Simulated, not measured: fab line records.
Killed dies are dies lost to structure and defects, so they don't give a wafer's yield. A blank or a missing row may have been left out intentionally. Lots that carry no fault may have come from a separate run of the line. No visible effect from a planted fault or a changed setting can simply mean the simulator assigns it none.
Matching of chambers -- flow n5_finfet -- N5_MOL_CONTACT_COAG_ALD_133 on ald_sin-04 has 4 sister chambers
The step deposits SiO2, target thk 5 nm, pulse time 1 s, co reactant pulse time 1 s. 20 wafers are shown with their chamber, then 10 later ones without.

## EACH WAFER AND ITS CHAMBER
wafer,chamber,heater_power_w (W),precursor_pulse_height_rel
L077.1,3,92,0.992
L077.2,1,72,0.983
L077.4,0,86,1.012
L080.2,3,93,0.990
L080.3,0,86,1.007
L080.4,2,97,1.018
L081.1,3,92,0.996
L081.3,1,71,0.991
L081.6,1,72,0.995
L082.1,2,96,0.970
L082.2,1,70,1.031
L082.3,3,91,0.981
L082.4,0,86,1.018
L082.5,3,92,1.003
L082.6,2,96,0.994
L084.1,0,86,1.009
L084.2,1,73,1.012
L084.5,2,95,1.016
L089.2,3,88,0.992
L089.4,1,71,0.989

SIGNATURES (means of the wafers above)
reading,chamber 0,chamber 1,chamber 2,chamber 3,scatter within a chamber
heater_power_w,86.00,71.50,96.00,91.33,1.19
precursor_pulse_height_rel,1.01150,1.00017,0.99950,0.99233,0.0147
Rule: for a wafer and a chamber, the distance is found by dividing, reading by reading, the gap between the wafer's reading and the chamber's mean by the reading's scatter, squaring, summing and taking the root. The wafer belongs to the nearest chamber; if the next one is less than 2 further off, it can't be placed. How the scatter is found: for the shown wafers, subtract from each reading the mean of its chamber, square and add these, divide the total by (wafers less chambers), then take the root.

## WAFERS WITH NO CHAMBER GIVEN
wafer,heater_power_w (W),precursor_pulse_height_rel
L089.6,69,1.009
L092.1,89,1.014
L092.2,89,1.012
L092.4,71,1.011
L094.2,89,1.012
L094.4,90,0.987
L094.5,84,0.988
L097.2,91,0.999
L097.3,87,0.985
L097.5,89,0.975

## WHICH CHAMBER EACH WENT THROUGH
wafer,from the rows above,in truth
L089.6,1,1
L092.1,can't be placed: 3 or 0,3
L092.2,can't be placed: 3 or 0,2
L092.4,1,1
L094.2,can't be placed: 3 or 0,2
L094.4,3,3
L094.5,0,0
L097.2,3,3
L097.3,can't be placed: 0 or 3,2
L097.5,can't be placed: 3 or 0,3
Correctly placed: 5 of 10. Unplaceable from these rows: 5, with the true chamber sitting among the candidates in 2. Wrongly placed: 0.
